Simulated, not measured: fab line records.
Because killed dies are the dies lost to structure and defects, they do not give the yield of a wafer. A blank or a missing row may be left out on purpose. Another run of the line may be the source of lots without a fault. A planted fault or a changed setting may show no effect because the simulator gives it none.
Split-lot experiment    flow n5Finfet    route with 1938 steps; 7 lots, 39 wafers read

== ABOUT THE SPLIT ==
At N5_HKMG_FIN_ETCH_35 (etches SOC in N2/H2, target depth 215.8 nm, time 243.4 s), the setting timeS was moved away from the recipe's 243.4 s on 15 of the 39 wafers read, by -11.6% to +18.1%. All remaining wafers had this setting at the recipe value.

Reading taken at the split's own step.

== THE READING ==
HKMG_FIN.featureDepthNm (the simulator's own value, which no gauge read), in nm, at N5_HKMG_FIN_ETCH_35 (etches SOC in N2/H2, target depth 215.8 nm, time 243.4 s). No usual value for it is given in the file. Here, 24 wafers ran the recipe; their average is 213.0 nm with a standard deviation of 6.2 nm.

wafer   tool, chamber at the split  timeS as run, s  against the recipe  HKMG_FIN.featureDepthNm, nm  against lot-mates on the recipe
L076.1  rieDiel-04, 2               261              +7.2%               226                          +17.3
L076.2  rieDiel-04, 1               243.4            recipe              207.8                        -
L076.3  rieDiel-04, 3               261              +7.2%               225                          +16.3
L076.4  rieDiel-04, 1               243.4            recipe              209                          -
L076.5  rieDiel-04, 2               243.4            recipe              209.2                        -
L076.6  rieDiel-04, 3               261              +7.2%               225                          +16.3
L077.1  rieDiel-01, 2               243.4            recipe              213                          -
L077.2  rieDiel-01, 3               243.4            recipe              222.4                        -
L077.3  rieDiel-01, 1               243.4            recipe              210.6                        -
L077.4  rieDiel-01, 0               243.4            recipe              205                          -
L077.5  rieDiel-01, 0               243.4            recipe              204.2                        -
L077.6  rieDiel-01, 1               243.4            recipe              208.8                        -
L079.1  rieDiel-01, 3               243.4            recipe              225.6                        -
L079.2  rieDiel-01, 0               215.1            -11.6%              181                          -36.7
L079.3  rieDiel-01, 2               215.1            -11.6%              189.2                        -28.5
L079.4  rieDiel-01, 1               215.1            -11.6%              186.4                        -31.3
L079.5  rieDiel-01, 3               243.4            recipe              223                          -
L079.6  rieDiel-01, 0               243.4            recipe              204.6                        -
L089.1  rieDiel-04, 3               243.4            recipe              210.2                        -
L089.2  rieDiel-04, 2               243.4            recipe              212.4                        -
L089.3  rieDiel-04, 0               243.4            recipe              224.2                        -
L089.4  rieDiel-04, 1               287.5            +18.1%              250.6                        +35.0
L089.5  rieDiel-04, 0               287.5            +18.1%              262                          +46.4
L089.6  rieDiel-04, 1               287.5            +18.1%              249.8                        +34.2
L090.1  rieDiel-02, 2               243.4            recipe              212.8                        -
L090.2  rieDiel-02, 1               243.4            recipe              217.6                        -
L090.3  rieDiel-02, 3               271.3            +11.5%              237                          +22.5
L090.4  rieDiel-02, 0               271.3            +11.5%              240                          +25.5
L090.5  rieDiel-02, 3               243.4            recipe              213                          -
L090.6  rieDiel-02, 0               271.3            +11.5%              243.6                        +29.1
L091.3  rieDiel-02, 3               243.4            recipe              211                          -
L091.4  rieDiel-02, 0               243.4            recipe              216                          -
L091.5  rieDiel-02, 3               243.4            recipe              208.6                        -
L095.1  rieDiel-04, 3               243.4            recipe              209.6                        -
L095.2  rieDiel-04, 1               277.6            +14.1%              240.4                        +26.3
L095.3  rieDiel-04, 0               243.4            recipe              222.2                        -
L095.4  rieDiel-04, 2               277.6            +14.1%              237.8                        +23.7
L095.5  rieDiel-04, 2               277.6            +14.1%              238.6                        +24.5
L095.6  rieDiel-04, 1               243.4            recipe              210.6                        -

THE FIT
A straight line over all 39 wafers: HKMG_FIN.featureDepthNm changes by +2.19 nm for each +1% of timeS; r = +0.95; the points scatter about the line by 5.7 nm.
The same after taking each lot's own level away (the mean of its wafers on the recipe; 39 wafers): +2.22 nm for each +1%; r = +0.95; scatter 5.5 nm.
On that fit, the largest move of timeS shifts the reading by 40 nm.
Across the lots, their own levels run from 208.67 to 217.73 nm, a range of 1.5 times the standard deviation given above.
Hence the lot-to-lot level has little effect on the slope; both slopes agree.
Check: +39.9 nm against its lot-mates is what the line predicts for one of the wafers moved furthest among these (+18.1%) when that wafer is left out of the fit. It came out at +35 nm against them.

== ADDITIONAL SPLITS CARRIED BY THESE WAFERS ==
Before the reading, these wafers also passed through other splits. Each is held against what the fit with the lots' levels taken away leaves over:
other split on the same wafers  wafers away from the commonest value  r with HKMG_FIN.featureDepthNm (lot level and that fit taken away)
N5_DUMMY_GATE_EXPOSE_12 doseMj  12                                    -0.20

== THE WHOLE CHAIN: every reading that the file lists as answering this split, in the file's order ==
step                 what it does                                              reading                                                                         change (the file's fit)               r (the file's)
N5_HKMG_FIN_ETCH_35  etches SOC in N2/H2, target depth 215.8 nm, time 243.4 s  SOC_of_HKMG_FIN_COAT_29.thkNm (the simulator's own value, which no gauge read)  -2.17 nm for each +1% of the setting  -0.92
N5_HKMG_FIN_ETCH_35  etches SOC in N2/H2, target depth 215.8 nm, time 243.4 s  etch.depthNm (the simulator's own value, which no gauge read)                   +2.17 nm for each +1% of the setting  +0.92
N5_HKMG_FIN_ETCH_35  etches SOC in N2/H2, target depth 215.8 nm, time 243.4 s  HKMG_FIN.featureDepthNm (the simulator's own value, which no gauge read)        +2.17 nm for each +1% of the setting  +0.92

== FILE'S OWN FIT ==
HKMG_FIN.featureDepthNm changes by +2.17 nm for each +1% of timeS, r = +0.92.
